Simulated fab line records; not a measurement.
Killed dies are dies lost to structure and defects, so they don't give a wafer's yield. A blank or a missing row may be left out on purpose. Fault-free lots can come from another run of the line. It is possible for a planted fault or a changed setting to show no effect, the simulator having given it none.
Chamber matching :: flow n5 finfet :: N5_BEOL_M8_ETCH_61 on rie diel-03 has 4 sister chambers
The step etches SiARC in CF4, target depth 45.5 nm, time 75.8 s. 18 wafers are shown with their chamber, then 9 later ones without.

## WAFERS, EACH WITH ITS CHAMBER
wafer: L074.1
chamber: 2
drypump motor current A (A): 5.0
showerhead plenum p Torr (Torr): 2.17
throttle valve pct (%): 15.84

wafer: L074.3
chamber: 3
drypump motor current A (A): 6.0
showerhead plenum p Torr (Torr): 2.07
throttle valve pct (%): 15.62

wafer: L074.6
chamber: 1
drypump motor current A (A): 5.5
showerhead plenum p Torr (Torr): 2.21
throttle valve pct (%): 15.69

wafer: L075.1
chamber: 3
drypump motor current A (A): 6.0
showerhead plenum p Torr (Torr): 2.06
throttle valve pct (%): 15.62

wafer: L075.3
chamber: 1
drypump motor current A (A): 5.5
showerhead plenum p Torr (Torr): 2.20
throttle valve pct (%): 15.71

wafer: L075.4
chamber: 2
drypump motor current A (A): 5.0
showerhead plenum p Torr (Torr): 2.17
throttle valve pct (%): 15.84

wafer: L077.1
chamber: 2
drypump motor current A (A): 5.0
showerhead plenum p Torr (Torr): 2.17
throttle valve pct (%): 15.83

wafer: L077.3
chamber: 3
drypump motor current A (A): 6.0
showerhead plenum p Torr (Torr): 2.06
throttle valve pct (%): 15.60

wafer: L077.6
chamber: 1
drypump motor current A (A): 5.5
showerhead plenum p Torr (Torr): 2.20
throttle valve pct (%): 15.71

wafer: L080.2
chamber: 2
drypump motor current A (A): 5.0
showerhead plenum p Torr (Torr): 2.17
throttle valve pct (%): 15.86

wafer: L080.4
chamber: 1
drypump motor current A (A): 5.5
showerhead plenum p Torr (Torr): 2.20
throttle valve pct (%): 15.74

wafer: L080.5
chamber: 3
drypump motor current A (A): 5.9
showerhead plenum p Torr (Torr): 2.06
throttle valve pct (%): 15.66

wafer: L082.1
chamber: 3
drypump motor current A (A): 5.9
showerhead plenum p Torr (Torr): 2.06
throttle valve pct (%): 15.65

wafer: L082.3
chamber: 0
drypump motor current A (A): 5.2
showerhead plenum p Torr (Torr): 2.16
throttle valve pct (%): 15.34

wafer: L082.5
chamber: 3
drypump motor current A (A): 6.0
showerhead plenum p Torr (Torr): 2.06
throttle valve pct (%): 15.67

wafer: L086.1
chamber: 1
drypump motor current A (A): 5.5
showerhead plenum p Torr (Torr): 2.20
throttle valve pct (%): 15.75

wafer: L086.3
chamber: 2
drypump motor current A (A): 5.0
showerhead plenum p Torr (Torr): 2.16
throttle valve pct (%): 15.90

wafer: L086.4
chamber: 0
drypump motor current A (A): 5.2
showerhead plenum p Torr (Torr): 2.15
throttle valve pct (%): 15.37

SIGNATURES, as means of the wafers listed above
reading: drypump motor current A
chamber 0: 5.200
chamber 1: 5.500
chamber 2: 5.000
chamber 3: 5.967
scatter within a chamber: 0.0309

reading: showerhead plenum p Torr
chamber 0: 2.1550
chamber 1: 2.2020
chamber 2: 2.1680
chamber 3: 2.0617
scatter within a chamber: 0.00458

reading: throttle valve pct
chamber 0: 15.3550
chamber 1: 15.7200
chamber 2: 15.8540
chamber 3: 15.6367
scatter within a chamber: 0.0263
Rule: distance of a wafer from a chamber = root of the sum over the readings of ((wafer's reading minus chamber's mean) / reading's scatter) squared. If the next closest chamber is less than 2 further off than the closest, the wafer can't be placed; otherwise it belongs to the closest. How the scatter is found: for the shown wafers, subtract from each reading the mean of its chamber, square and add these, divide the total by (wafers less chambers), then take the root.

## WAFERS MISSING THEIR CHAMBER
wafer: L087.2
drypump motor current A (A): 6.0
showerhead plenum p Torr (Torr): 2.06
throttle valve pct (%): 15.67

wafer: L087.3
drypump motor current A (A): 5.2
showerhead plenum p Torr (Torr): 2.15
throttle valve pct (%): 15.36

wafer: L087.5
drypump motor current A (A): 5.4
showerhead plenum p Torr (Torr): 2.20
throttle valve pct (%): 15.77

wafer: L088.1
drypump motor current A (A): 6.0
showerhead plenum p Torr (Torr): 2.05
throttle valve pct (%): 15.68

wafer: L088.4
drypump motor current A (A): 5.5
showerhead plenum p Torr (Torr): 2.19
throttle valve pct (%): 15.74

wafer: L088.5
drypump motor current A (A): 5.9
showerhead plenum p Torr (Torr): 2.05
throttle valve pct (%): 15.69

wafer: L096.1
drypump motor current A (A): 5.2
showerhead plenum p Torr (Torr): 2.15
throttle valve pct (%): 15.41

wafer: L096.5
drypump motor current A (A): 5.2
showerhead plenum p Torr (Torr): 2.15
throttle valve pct (%): 15.40

wafer: L096.6
drypump motor current A (A): 5.9
showerhead plenum p Torr (Torr): 2.05
throttle valve pct (%): 15.73

## THE CHAMBER EACH PASSED THROUGH
wafer: L087.2
from the rows above: 3
in truth: 3

wafer: L087.3
from the rows above: 0
in truth: 0

wafer: L087.5
from the rows above: 1
in truth: 1

wafer: L088.1
from the rows above: 3
in truth: 3

wafer: L088.4
from the rows above: 1
in truth: 1

wafer: L088.5
from the rows above: 3
in truth: 3

wafer: L096.1
from the rows above: 0
in truth: 0

wafer: L096.5
from the rows above: 0
in truth: 0

wafer: L096.6
from the rows above: 3
in truth: 3
9 of 9 placed correctly. Not placeable from these rows: 0. Number placed wrongly: 0.
